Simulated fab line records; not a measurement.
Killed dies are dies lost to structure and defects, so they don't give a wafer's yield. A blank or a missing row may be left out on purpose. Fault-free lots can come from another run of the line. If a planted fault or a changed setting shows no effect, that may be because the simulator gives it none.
fab line records	flow n5-finfet
[record] lots = 10	wafers = 28	last-day = 18
route steps=1938 shown FIN_SAQP@124 BEOL_M4@1111 PASSIVATION@1905
lots untouched by any fault: they come from a run of this same line in which no faults occurred
start-h: start of the lot's first displayed wafer, in hours after the record's first day	wait-h: how many hours have passed since the lot's step before this one	" repeats the value in the row above	L1.1+2: one row covering several wafers at once	- no value present, or no start provided	* or withheld: withheld	< > ~ a bound
route shown NAME@n: a module of which the file shows steps, and the number in the route of the first	usual: mean/standard deviation of fault-free wafers	same: alike in all rows	chamber/n: place in a boat	sites: each site's reading	_std_site: standard deviation across them	_edge_site: outer sites' mean less inner sites'	radius-mm: for every site, how far away it sits from the centre of the wafer	mask NAME#n: copy n	behind: tool/chamber where the wafer was last shaped	hold: what put the lot on hold/how long, in hours/how the hold closed	device: which transistor (n, p or np) failed to switch	end of line: tests run on the same wafers once the route is complete	step lacking rows: just its recipe	killed: the dies lost at the first sort to structure and to defects; this is not the yield of the wafer	map: the dies of a wafer, with x for killed, . for not killed, _ for no die there
set.NAME: the setting the step ran with; set.NAME@STEP: the setting that earlier step ran with	model.NAME: the simulator's own value behind a step, which no gauge read
route steps across a sampled set of lots; one table per step, one row per wafer
services: when a tool's chamber went out of use (start-h, in hours from the record's first day, below 0 if earlier), for how many hours, and the reason
[[steps]]
[step N5_FIN_SAQP_RECESS_75]
[recipe] chemistry = HF/NH3	target = SiO2	target-depth-a = 144	afs-cycles = 3	temp-c = 30	sublimation-temp-c = 180	sublimation-time-s = 60
[usual] drypump-motor-current-A = 5.8/0.71
lot.wafer	tool	chamber	start-h	wait-h	drypump-motor-current-A
L334.3	vapor-etch-01	0	23.66	0.1	6.4
L334.4	"	1	"	"	5.2
L334.5	"	0	"	"	6.4
L336.2	vapor-etch-01	1	34.48	0.0	5.1
L336.4	"	0	"	"	6.4
L336.5	"	1	"	"	5.1
L338.1	vapor-etch-01	1	46.11	0.0	5.1
L338.2	"	0	"	"	6.4
L338.4	"	1	"	"	5.2
L341.2	vapor-etch-01	1	68.74	0.0	5.2
L341.4	"	1	"	"	5.2
L341.6	"	1	"	"	5.2
L342.2	vapor-etch-01	0	74.31	0.0	6.4
L342.4	"	1	"	"	5.2
L343.1	vapor-etch-01	1	77.33	0.0	5.2
L343.2	"	0	"	"	6.4
L343.5	"	0	"	"	6.4
L350.2	vapor-etch-02	1	120.00	0.0	4.9
L350.3	"	1	"	"	4.9
L350.6	"	1	"	"	4.9
L353.2	vapor-etch-01	1	136.37	0.0	5.2
L353.3	"	1	"	"	5.2
L355.1	vapor-etch-01	0	148.94	0.2	6.4
L355.3	"	0	"	"	6.4
L355.5	"	1	"	"	5.1
L356.1	vapor-etch-02	1	155.27	0.0	4.9
L356.3	"	0	"	"	6.8
L356.6	"	0	"	"	6.8
[step N5_BEOL_M4_RC_MEAS_101]
[usual] DIBL_N = 36.7/2.6	DIBL_P = 36.9/2.8	IOFF_N = 0.17/0.043	IOFF_P = 0.22/0.05	ION_N = 678/15	ION_P = 465/9.2	SS_N = 71.6/0.79	SS_P = 73.5/0.82	VT_N = 250/3.9	VT_P = -250/3.7
lot.wafer	tool	chamber	start-h	wait-h	DIBL_N[mV/V]	DIBL_P[mV/V]	IOFF_N[nA/um]	IOFF_P[nA/um]	ION_N[uA/um]	ION_P[uA/um]	SS_N[mV/dec]	SS_P[mV/dec]	VT_N[mV]	VT_P[mV]
L334.3	prober-01	0	176.98	0.3	34.5	35.8	0.14	0.18	677	468	71.0	73.3	251	-254
L334.4	"	0	"	"	37.9	39.5	0.19	0.24	684	463	72.8	74.0	251	-250
L334.5	"	0	"	"	41.6	44.6	0.29	0.33	692	466	73.9	74.8	246	-247
L336.2	prober-02	0	191.70	0.2	36.1	37.0	0.16	0.18	697	466	71.5	73.2	248	-254
L336.4	"	0	"	"	35.9	36.4	0.14	0.17	662	446	71.6	73.2	254	-255
L336.5	"	0	"	"	37.1	37.0	0.16	0.17	690	459	71.8	74.1	251	-257
L338.1	prober-01	0	197.44	0.0	35.0	34.6	0.14	0.17	680	466	70.4	72.9	250	-253
L338.2	"	0	"	"	36.3	36.8	0.15	0.19	682	467	71.4	72.9	250	-254
L338.4	"	0	"	"	37.1	37.3	0.18	0.20	694	468	71.7	72.9	247	-253
L341.4	prober-01	0	206.95	0.5	41.1	42.8	0.24	0.29	679	458	73.3	75.0	247	-247
L341.6	"	0	"	"	37.8	37.5	0.17	0.21	667	454	72.0	73.9	253	-251
L342.4	prober-02	0	242.59	0.5	40.8	40.1	0.25	0.32	692	475	73.0	74.7	243	-241
L343.1	prober-01	0	243.57	0.0	35.4	34.6	0.13	0.16	672	455	70.6	72.9	254	-257
L343.5	"	0	"	"	38.5	38.0	0.18	0.20	686	469	71.5	74.6	250	-256
L350.2	prober-02	0	269.78	0.2	37.8	37.5	0.18	0.23	678	461	71.8	73.5	248	-250
L350.3	"	0	"	"	35.0	35.2	0.13	0.20	669	467	71.2	72.2	251	-251
L350.6	"	0	"	"	33.4	32.9	0.12	0.16	667	460	70.8	73.3	253	-252
L353.2	prober-02	0	300.57	0.2	33.9	34.0	0.12	0.17	663	449	71.5	72.6	252	-251
L353.3	"	0	"	"	32.4	32.2	0.11	0.16	675	465	70.7	71.9	252	-254
L356.1	prober-01	0	312.65	0.0	31.9	32.4	0.11	0.16	661	461	70.0	73.0	254	-252
L356.3	"	0	"	"	35.5	36.8	0.16	0.20	670	451	71.8	73.0	248	-249
L356.6	"	0	"	"	32.5	32.3	0.11	0.15	652	453	70.7	71.9	254	-255
L355.1	prober-01	0	334.76	0.0	36.3	36.2	0.13	0.19	660	460	71.8	73.1	254	-255
L355.3	"	0	"	"	38.8	39.3	0.18	0.23	690	476	71.4	73.8	248	-250
L355.5	"	0	"	"	40.2	40.5	0.20	0.26	685	469	72.3	73.9	248	-250
[step N5_PASSIVATION_CD_MEAS_30]
[recipe] target-cd-nm = 4000	landing-energy-ev = 500	detector = se-inlens	polarity = opening
[usual] cd-nm = 4000.4/2.3
lot.wafer	tool	chamber	start-h	wait-h	cd-nm
L334.3	cd-sem-03	0	282.51	-	3997.6
L334.4	"	0	"	"	3999.6
L334.5	"	0	"	"	4000.9
L336.2	cd-sem-02	0	294.30	-	4001.8
L336.4	"	0	"	"	4001.0
L336.5	"	0	"	"	4001.2
L338.1	cd-sem-01	0	297.73	-	3999.8
L338.2	"	0	"	"	3999.7
L338.4	"	0	"	"	3996.6
L341.4	cd-sem-01	0	306.72	-	3997.5
L341.6	"	0	"	"	3996.5
L343.1	cd-sem-03	0	341.59	-	4002.7
L343.5	"	0	"	"	4001.9
L342.4	cd-sem-01	0	348.60	-	3999.2
L350.2	cd-sem-02	0	366.95	-	3996.0
L350.3	"	0	"	"	4000.7
L350.6	"	0	"	"	4001.3
L353.2	cd-sem-02	0	404.55	-	4001.2
L353.3	"	0	"	"	4003.4
L356.1	cd-sem-01	0	420.21	-	3997.5
L356.3	"	0	"	"	3998.3
L356.6	"	0	"	"	3999.8
L355.1	cd-sem-02	0	438.10	-	3999.6
L355.3	"	0	"	"	3998.1
L355.5	"	0	"	"	3999.7
[step N5_PASSIVATION_PASS_ETCH_47]
[recipe] chemistry = CF4/O2	target = SiNx	target-depth-a = 7700	time-s = 385	ion-energy-ev = 100	pressure-mtorr = 40	source-w = 535	bias-w = 49	Ar_flow_sccm = 100	cf4-flow-sccm = 100	O2_flow_sccm = 10
[usual] O2_flow_sccm = 10.001/0.027	drypump-motor-current-A = 5.5/0.43	oes-product-au = 0.80/0.088	rf-vpp-V = 241/8.7	showerhead-plenum-p-Torr = 2.20/0.071	throttle-valve-pct = 15.78/0.22
lot.wafer	tool	chamber	start-h	wait-h	O2_flow_sccm	drypump-motor-current-A	oes-product-au	rf-hours-counter-h	rf-vpp-V	showerhead-plenum-p-Torr	throttle-valve-pct
L334.3	rie-diel-01	1	284.85	0.0	10.007	6.0	0.69	243	231	2.10	16.17
L334.4	"	1	"	"	10.027	6.0	0.70	-	230	2.10	16.19
L334.5	"	3	"	"	9.981	6.6	0.66	-	236	2.25	15.69
L336.2	rie-diel-05	3	296.32	0.0	9.983	5.2	0.80	88	258	2.15	15.78
L336.4	"	1	"	"	10.027	5.3	0.81	121	253	2.30	15.66
L336.5	"	1	"	"	10.007	5.3	0.81	-	253	2.30	15.67
L338.1	rie-diel-01	2	299.78	0.0	9.969	5.3	0.78	124	235	2.21	15.60
L338.2	"	1	"	"	9.977	6.0	0.69	251	229	2.10	16.21
L338.4	"	2	"	"	9.982	5.3	0.78	-	236	2.21	15.58
L341.4	rie-diel-05	3	308.71	0.0	10.021	5.2	0.81	93	259	2.15	15.80
L341.6	"	3	"	"	10.019	5.2	0.80	-	259	2.15	15.79
L343.1	rie-diel-05	3	343.79	0.0	9.998	5.2	0.79	102	259	2.15	15.84
L343.5	"	2	"	"	10.026	5.1	0.68	-	251	2.27	16.02
L342.4	rie-diel-06	2	350.50	0.0	9.982	5.8	0.81	128	242	2.12	15.90
L350.2	rie-diel-01	2	368.80	0.0	10.006	5.3	0.77	141	237	2.20	15.62
L350.3	"	0	"	"	10.040	5.2	0.90	27	236	2.24	15.66
L350.6	"	2	"	"	10.057	5.3	0.77	-	236	2.20	15.62
L353.2	rie-diel-01	0	406.41	0.0	9.985	5.2	0.87	39	236	2.23	15.69
L353.3	"	1	"	"	10.016	6.0	0.95	10	234	2.36	15.69
L356.1	rie-diel-05	1	422.12	0.0	9.970	5.3	0.76	168	253	2.29	15.77
L356.3	"	2	"	"	9.946	5.1	0.95	6	250	2.26	15.59
L356.6	"	2	"	"	9.979	5.1	0.94	-	250	2.26	15.59
L355.1	rie-diel-06	1	440.13	0.0	9.973	5.6	0.81	106	236	2.14	15.83
L355.3	"	2	"	"	9.966	5.9	0.77	161	241	2.11	15.97
L355.5	"	0	"	"	9.978	5.6	0.70	-	239	2.09	16.20
[step N5_PASSIVATION_STRIP_48]
[recipe] chemistry = O2	power-w = 600	temp-c = 60	pressure-mtorr = 30	rf-frequency-hz = 6e+07	bias-power-w = 0	overash-fraction = 0.5	o2-flow-sccm = 225
[usual] drypump-motor-current-A = 5.5/0.43	oes-product-au = 0.80/0.092	rf-vpp-V = 3.7/2.3	showerhead-plenum-p-Torr = 2.09/0.07	throttle-valve-pct = 16.57/0.24
lot.wafer	tool	chamber	start-h	wait-h	drypump-motor-current-A	oes-product-au	rf-hours-counter-h	rf-vpp-V	showerhead-plenum-p-Torr	throttle-valve-pct
L334.3	rie-diel-01	1	285.37	0.1	6.0	0.70	244	4.2	2.01	17.14
L334.4	"	1	"	"	6.0	0.70	-	0.9	2.01	17.14
L334.5	"	3	"	"	6.5	0.68	-	3.7	2.15	16.51
L336.2	rie-diel-05	3	296.84	0.1	5.1	0.80	88	1.3	2.01	16.39
L336.4	"	1	"	"	5.3	0.76	121	0	2.17	16.36
L336.5	"	1	"	"	5.3	0.81	-	2.1	2.17	16.31
L338.1	rie-diel-01	2	300.30	0.1	5.3	0.80	124	6.6	2.09	16.40
L338.2	"	1	"	"	6.0	0.67	252	3.2	2.01	17.12
L338.4	"	2	"	"	5.4	0.81	-	8.5	2.09	16.37
L341.4	rie-diel-05	3	309.23	0.1	5.2	0.84	93	2.6	2.01	16.47
L341.6	"	3	"	"	5.2	0.79	-	3.0	2.01	16.43
L343.1	rie-diel-05	3	344.31	0.1	5.2	0.79	103	0	2.00	16.38
L343.5	"	2	"	"	5.1	0.64	-	0.8	2.14	16.72
L342.4	rie-diel-06	2	351.01	0.1	5.9	0.79	128	1.4	2.02	16.78
L350.2	rie-diel-01	2	369.32	0.1	5.4	0.78	141	2.7	2.09	16.42
L350.3	"	0	"	"	5.2	0.87	27	0.8	2.15	16.54
L350.6	"	2	"	"	5.4	0.78	-	2.9	2.09	16.40
L353.2	rie-diel-01	0	406.92	0.1	5.2	0.87	39	3.2	2.14	16.56
L353.3	"	1	"	"	6.0	0.97	10	5.5	2.28	16.64
L356.1	rie-diel-05	1	422.64	0.1	5.2	0.76	168	1.6	2.16	16.43
L356.3	"	2	"	"	5.1	0.96	7	0.1	2.13	16.32
L356.6	"	2	"	"	5.0	0.95	-	4.6	2.13	16.25
L355.1	rie-diel-06	1	440.65	0.1	5.6	0.81	106	0.8	2.04	16.65
L355.3	"	2	"	"	5.9	0.75	161	2.5	2.01	16.84
L355.5	"	0	"	"	5.6	0.71	-	3.0	2.00	17.02
[step N5_PASSIVATION_PROBE_49]
[usual] defect-limited-yield = 91.0/1.4	killed_at_M0_to_M3 = 36/9.6	killed_at_M4_up = 14/6.1	killed-at-contacts = 13/6.6	killed-at-front-end = 40/11	killed-at-other = 3.2/2.9	killed-dies = 106/17	killed-on-rim = 14/3.9	killed-open = 71/12	killed-short = 33/7.3	sort_bin_4_leakage = 0.02/0.11	sort_bin_5_function = 5.3/1	sort_bin_6_memory = 3.4/0.68	sort-n-pass = 1073/19	sort-yield-pct = 91.0/1.6
[same] gross-dies = 1180	killed-at-back-side = 0	sort_bin_8_speed[%] = 0
lot.wafer	tool	chamber	start-h	wait-h	defect-limited-yield[%]	killed_at_M0_to_M3	killed_at_M4_up	killed-at-contacts	killed-at-front-end	killed-at-other	killed-dies	killed-on-rim	killed-open	killed-short	sort_bin_4_leakage[%]	sort_bin_5_function[%]	sort_bin_6_memory[%]	sort-n-pass	sort-yield-pct[%]
L336.2	prober-01	-	299.45	0.1	91.8	42	16	12	26	1	97	10	64	32	0	4.7	3.2	1083	91.8
L336.4	prober-01	-	299.55	0.2	92.1	25	8	12	42	6	93	11	55	38	0	5.4	2.0	1087	92.1
L336.5	prober-01	-	299.60	0.2	91.1	32	19	8	42	4	105	10	68	35	0	5.2	3.6	1075	91.1
L341.2	prober-02	-	311.77	0.1	28.2	29	22	22	767	7	847	147	87	34	0	6.2	4.4	333	28.2
L341.4	prober-02	-	311.87	0.2	92.1	26	8	12	40	7	93	7	58	34	0	4.0	3.4	1087	92.1
L341.6	prober-02	-	311.97	0.3	90.6	30	23	13	40	5	111	9	75	29	0	6.5	2.8	1069	90.6
L343.1	prober-02	-	346.84	0.0	91.9	36	19	1	38	2	96	10	59	37	0	3.7	3.7	1084	91.9
L343.2	prober-02	-	346.89	0.1	30.1	39	10	6	765	5	825	149	79	33	0	6.3	3.1	355	30.1
L343.5	prober-02	-	347.04	0.2	89.7	29	11	12	60	10	122	17	72	29	0	7.2	2.6	1058	89.7
L342.2	prober-02	-	353.65	0.1	28.8	27	16	28	768	1	840	148	69	34	0	5.1	3.6	340	28.8
L342.4	prober-02	-	353.75	0.2	89.7	46	19	15	38	3	121	18	84	33	0	6.9	3.2	1059	89.7
L353.2	prober-01	-	409.47	0.1	91.4	27	13	20	36	5	101	11	60	39	0	5.1	2.8	1079	91.4
L353.3	prober-01	-	409.52	0.1	90.5	47	21	10	33	1	112	11	73	37	0	6.0	3.1	1068	90.5
L356.1	prober-01	-	425.14	0.0	90.6	43	5	10	51	2	111	13	76	34	0	5.3	3.9	1069	90.6
L356.3	prober-01	-	425.24	0.1	92.6	32	11	13	27	4	87	9	62	22	0	4.2	3.0	1093	92.6
L356.6	prober-01	-	425.39	0.3	93.0	23	11	21	28	0	83	6	64	18	0	4.1	2.8	1097	93.0
// killed by level:class
L336.2 MOL_CONTACT_COAG:geometric-particle:open=11 BEOL_M0_SAQP:geometric-particle:open=11 BEOL_M0_SAQP:geometric-particle:short=11 BEOL_M1:geometric-particle:open=7 BEOL_M2:geometric-particle:open=6 FIN_SAQP:geometric-particle:short=5 STI_FIN_REVEAL:geometric-particle:open=5 BEOL_M4:geometric-particle:open=5
L336.4 MOL_CONTACT_COAG:geometric-particle:open=9 BEOL_M1:geometric-particle:open=9 STI_FIN_REVEAL:geometric-particle:open=7 STARTING-WAFER:geometric-particle:short=6 STI_FIN_REVEAL:geometric-particle:short=5 DUMMY_GATE:geometric-particle:open=5 FIN_SAQP:geometric-particle:short=4 GATE_CUT:geometric-particle:short=4
L336.5 FIN_SAQP:geometric-particle:open=11 BEOL_M1:geometric-particle:open=10 BEOL_M0_SAQP:geometric-particle:short=9 STI_FIN_REVEAL:geometric-particle:open=8 BEOL_M0_SAQP:geometric-particle:open=8 BEOL_M4:geometric-particle:open=8 GATE_CUT:geometric-particle:short=6 FIN_SAQP:geometric-particle:short=5
L341.2 FIN_SAQP:area-recess=720 MOL_CONTACT_COAG:geometric-particle:open=16 BEOL_M4:geometric-particle:open=14 FIN_SAQP:geometric-particle:open=9 BEOL_M2:geometric-particle:open=8 FIN_SAQP:geometric-particle:short=7 STI_FIN_REVEAL:geometric-particle:open=7 BEOL_M3:geometric-particle:open=7
L341.4 STI_FIN_REVEAL:geometric-particle:open=14 MOL_CONTACT_COAG:geometric-particle:open=9 BEOL_M3:geometric-particle:open=6 GATE_CUT:geometric-particle:short=5 BEOL_M3:geometric-particle:short=5 BEOL_M0_SAQP:geometric-particle:open=4 STARTING-WAFER:geometric-particle:open=4 STARTING-WAFER:geometric-particle:short=4
L341.6 FIN_SAQP:geometric-particle:open=12 MOL_CONTACT_COAG:geometric-particle:open=11 BEOL_M2:geometric-particle:open=9 STI_FIN_REVEAL:geometric-particle:open=8 BEOL_M4:geometric-particle:open=8 FIN_SAQP:geometric-particle:short=7 BEOL_M3:geometric-particle:open=6 BEOL_M1:geometric-particle:open=5
L343.1 BEOL_M3:geometric-particle:open=11 BEOL_M4:geometric-particle:open=11 BEOL_M0_SAQP:geometric-particle:open=9 BEOL_M0_SAQP:geometric-particle:short=6 BEOL_M2:geometric-particle:open=5 STI_FIN_REVEAL:geometric-particle:open=4 DUMMY_GATE:geometric-particle:short=4 SPACER0:geometric-particle:short=4
L343.2 FIN_SAQP:area-recess=710 FIN_SAQP:geometric-particle:open=19 BEOL_M0_SAQP:geometric-particle:open=9 FIN_SAQP:geometric-particle:short=8 BEOL_M3:geometric-particle:open=8 DUMMY_GATE:geometric-particle:open=6 MOL_CONTACT_COAG:geometric-particle:open=6 BEOL_M2:geometric-particle:open=6
L343.5 FIN_SAQP:geometric-particle:open=15 FIN_CUT:area-etch=14 MOL_CONTACT_COAG:geometric-particle:open=10 BEOL_M0_SAQP:geometric-particle:short=10 BEOL_M0_SAQP:geometric-particle:open=8 PASSIVATION:area-etch=7 FIN_SAQP:geometric-particle:short=6 BEOL_M4:geometric-particle:open=6
L342.2 FIN_SAQP:area-recess=733 MOL_CONTACT_COAG:geometric-particle:open=22 BEOL_M2:geometric-particle:open=8 GATE_CUT:geometric-particle:short=6 BEOL_M5:geometric-particle:open=6 DUMMY_GATE:geometric-particle:open=5 MOL_CONTACT_COAG:geometric-particle:short=5 DUMMY_GATE:geometric-particle:short=4
L342.4 BEOL_M1:geometric-particle:open=11 MOL_CONTACT_COAG:geometric-particle:open=11 BEOL_M2:geometric-particle:open=11 STI_FIN_REVEAL:geometric-particle:open=6 BEOL_M0_SAQP:geometric-particle:short=6 BEOL_M0_SAQP:geometric-particle:open=6 BEOL_M3:geometric-particle:open=6 BEOL_M5:geometric-particle:open=6
L353.2 MOL_CONTACT_COAG:geometric-particle:open=14 FIN_SAQP:geometric-particle:short=13 STI_FIN_REVEAL:geometric-particle:open=8 BEOL_M1:geometric-particle:open=7 MOL_CONTACT_COAG:geometric-particle:short=6 FIN_SAQP:geometric-particle:open=4 BEOL_M2:geometric-particle:short=4 BEOL_M4:geometric-particle:open=4
L353.3 STI_FIN_REVEAL:geometric-particle:open=11 BEOL_M1:geometric-particle:open=10 BEOL_M2:geometric-particle:open=10 BEOL_M0_SAQP:geometric-particle:open=9 BEOL_M0_SAQP:geometric-particle:short=9 FIN_SAQP:geometric-particle:short=8 BEOL_M4:geometric-particle:open=8 MOL_CONTACT_COAG:geometric-particle:open=7
L356.1 BEOL_M2:geometric-particle:open=21 STI_FIN_REVEAL:geometric-particle:open=19 MOL_CONTACT_COAG:geometric-particle:open=8 FIN_SAQP:geometric-particle:open=7 FIN_SAQP:geometric-particle:short=7 GATE_CUT:geometric-particle:short=5 STARTING-WAFER:geometric-particle:short=5 BEOL_M0_SAQP:geometric-particle:short=4
L356.3 MOL_CONTACT_COAG:geometric-particle:open=10 BEOL_M0_SAQP:geometric-particle:open=9 BEOL_M2:geometric-particle:open=8 BEOL_M4:geometric-particle:open=7 STI_FIN_REVEAL:geometric-particle:open=5 DUMMY_GATE:geometric-particle:open=5 BEOL_M1:geometric-particle:open=5 MOL_CONTACT_COAG:geometric-particle:short=3
L356.6 MOL_CONTACT_COAG:geometric-particle:open=16 FIN_SAQP:geometric-particle:open=7 STI_FIN_REVEAL:geometric-particle:open=7 BEOL_M2:geometric-particle:open=7 BEOL_M0_SAQP:geometric-particle:open=5 MOL_CONTACT_COAG:geometric-particle:short=5 BEOL_M1:geometric-particle:open=5 BEOL_M4:geometric-particle:open=4
[[services]]
tool	chamber	start-h	hours	kind
rie-diel-01	2	0.87	11.6	repair
rie-diel-05	2	3.19	4.0	repair
rie-diel-05	0	20.37	14.8	repair
rie-diel-05	3	35.77	2.5	repair
rie-diel-05	3	58.57	3.7	repair
rie-diel-01	1	59.16	9.5	repair
rie-diel-06	0	66.90	6.4	repair
rie-diel-05	1	74.67	4.5	repair
rie-diel-06	-	104.20	14.6	pm
rie-diel-01	0	116.87	1.2	repair
rie-diel-01	2	225.67	2.5	repair
rie-diel-01	0	230.15	3.8	repair
rie-diel-06	0	251.86	12.1	repair
rie-diel-06	3	267.73	5.6	repair
rie-diel-01	2	274.40	6.1	repair
rie-diel-01	2	318.89	28.1	repair
vapor-etch-01	-	321.62	0.8	repair
rie-diel-05	3	331.24	12.5	repair
rie-diel-01	-	353.12	0.2	repair
rie-diel-05	2	372.14	6.0	repair
vapor-etch-01	-	401.25	16.0	pm
rie-diel-01	3	421.49	3.8	repair
rie-diel-05	-	427.13	0.2	repair
rie-diel-01	2	433.13	1.9	repair
[[key]]
[first-sign] step = N5_PASSIVATION_PROBE_49	reading = killed-at-front-end	direction = up	sigmas = 65	usual = 40	struck = 767
[effect] step = N5_PASSIVATION_PROBE_49	reading = defect-limited-yield	direction = down	sigmas = 43	usual = 91.0	struck = 29.0
[more-kills-born-at] N5_FIN_SAQP_RECESS_75@vapor-etch-01 = 2163
met-at N5_FIN_SAQP_RECESS_75
struck-lots L341,L342,L343
struck-wafers L341.2,L342.2,L343.2
later-rows-left-out L341.2,L342.2,L343.2
[baseline-loss] step = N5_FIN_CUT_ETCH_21	wafers = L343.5
not-acting-at N5_PASSIVATION_CD_MEAS_30,N5_PASSIVATION_PASS_ETCH_47,N5_PASSIVATION_STRIP_48
onset-between 46.11 68.74
[fault] kind = process-parameter-drift	tool = vapor-etch-01	chamber = -	onset-h = 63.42	steps = N5_FIN_SAQP_RECESS_75	channel = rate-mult	offset = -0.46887	shape = step	end-h = 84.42	scope = struck-wafers-only
// later-rows-left-out: the simulator's readings of these wafers behind a module that went badly wrong aren't trusted and aren't shown, but for the sort
// baseline-loss: these wafers lose ten dies or more at that step, a loss of the line's own and not of a fault; the sort's usual values leave them out
